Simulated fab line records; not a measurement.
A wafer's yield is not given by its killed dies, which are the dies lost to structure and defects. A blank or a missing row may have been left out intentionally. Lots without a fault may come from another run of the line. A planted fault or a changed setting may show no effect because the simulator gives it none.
A struck lot beside a sound one	flow nandHarc	14 steps out of a route of 1302
Sound: the wafers L458.3, L458.4, L458.5. Wafers L451.1, L451.4, L451.5 were the ones struck. The cause is named last.
Per side, at each step with rows, come the tool, then ch with its chambers, and then its first start. Under that, the readings that differ: sound wafers	struck wafers	difference of the means	sigmas: that difference in standard deviations of wafers without a fault.
alike: words and numbers the same on both sides, and readings whose means are apart by under 2 such deviations; not compared: readings that were withheld, readings missing a value for some wafer, numbers with overlapping values and no deviation given by the record, and bounds like >300 which may hide the same value.
Wherever a step has rows on one side only, a row that says differs or no value, or a row with sigmas, the two part there. Numbers that have no deviation but don't overlap get no sigmas and don't part them. Lack of a reading on every wafer of one side parts them only where that side has two or more wafers.

first, 2 steps without rows for these wafers: NHARC_A_SOURCE_PLATE_CVD_03 (deposits poly-Si, target thk 200 nm, time 4000 s); NHARC_A_SOURCE_PLATE_ANNEAL_05 (time 1800 s).
NHARC_A_SOURCE_PLATE_THK_MEAS_06: measures by ellipsometry.
  sound on filmMetro-01 at day 15 04:16; struck on filmMetro-01 at day 12 07:02
  alike: thkNm
NHARC_A_SOURCE_PLATE_INSPECT_08:
  sound on defectInspect-02 at day 15 04:22; struck on defectInspect-01 at day 12 07:05
  alike: rawDefectCount
then, 1 step without rows for these wafers: NHARC_A_ONON_D1_DEP_00 (target thk 1000 nm).
NHARC_A_ONON_D1_THK_MEAS_02: measures by ellipsometry.
  sound on filmMetro-02 at day 15 04:56; struck on filmMetro-01 at day 12 07:40
  alike: thkNm
then, 1 step without rows for these wafers: NHARC_A_ONON_D1_DEP_03 (target thk 1000 nm).
NHARC_A_ONON_D1_THK_MEAS_05: measures by ellipsometry.
  sound on filmMetro-02 at day 15 05:31; struck on filmMetro-01 at day 12 08:14
reading	sound	struck	difference	sigmas
thkNm (nm)	1021 1020 1022	994 992 995	-27	-3
then, 1 step without rows for these wafers: NHARC_A_ONON_D1_DEP_06 (target thk 1000 nm).
NHARC_A_ONON_D1_THK_MEAS_08: measures by ellipsometry.
  sound on filmMetro-02 at day 15 06:05; struck on filmMetro-02 at day 12 08:49
reading	sound	struck	difference	sigmas
thkNm (nm)	1017 1016 1018	995 994 995	-22	-2
NHARC_A_ONON_D1_DEP_09: target thk 1000 nm.
  sound on pecvdOnon-02 ch 0, day 15 06:15; struck on pecvdOnon-04 ch 0, day 12 08:52
  alike: sih4FlowSccm
NHARC_A_ONON_D1_THK_MEAS_11: measures by ellipsometry.
  sound on filmMetro-02 at day 15 06:38; struck on filmMetro-01 at day 12 09:23
reading	sound	struck	difference	sigmas
thkNm (nm)	1001 1001 1002	1866 1866 1866	+865	+99 or more
then, 1 step without rows for these wafers: NHARC_A_ONON_D1_DEP_12 (target thk 1000 nm).
-- break in the record here, with 17 days between the starts of the struck wafers on either side (left off in module A_ONON_D1, picked up again in module END, where the first step shown is number 1302 on the route) --
NHARC_END_SORT_01:
  sound on prober-01 ch 0, day 31 11:33; struck on prober-02 ch 0, day 29 04:43
reading	sound	struck	difference	sigmas
killedAtArray	59 66	676 670 675	+611	+36
killedDies	68 75	677 677 677	+606	+36
  alike: killedAtOther, killedAtPeriphery, killedOpen, killedShort

WHERE THEY PART
Last at NHARC_END_SORT_01 as far as this record goes, first at NHARC_A_ONON_D1_THK_MEAS_05.

WHY: whatever the simulator had introduced
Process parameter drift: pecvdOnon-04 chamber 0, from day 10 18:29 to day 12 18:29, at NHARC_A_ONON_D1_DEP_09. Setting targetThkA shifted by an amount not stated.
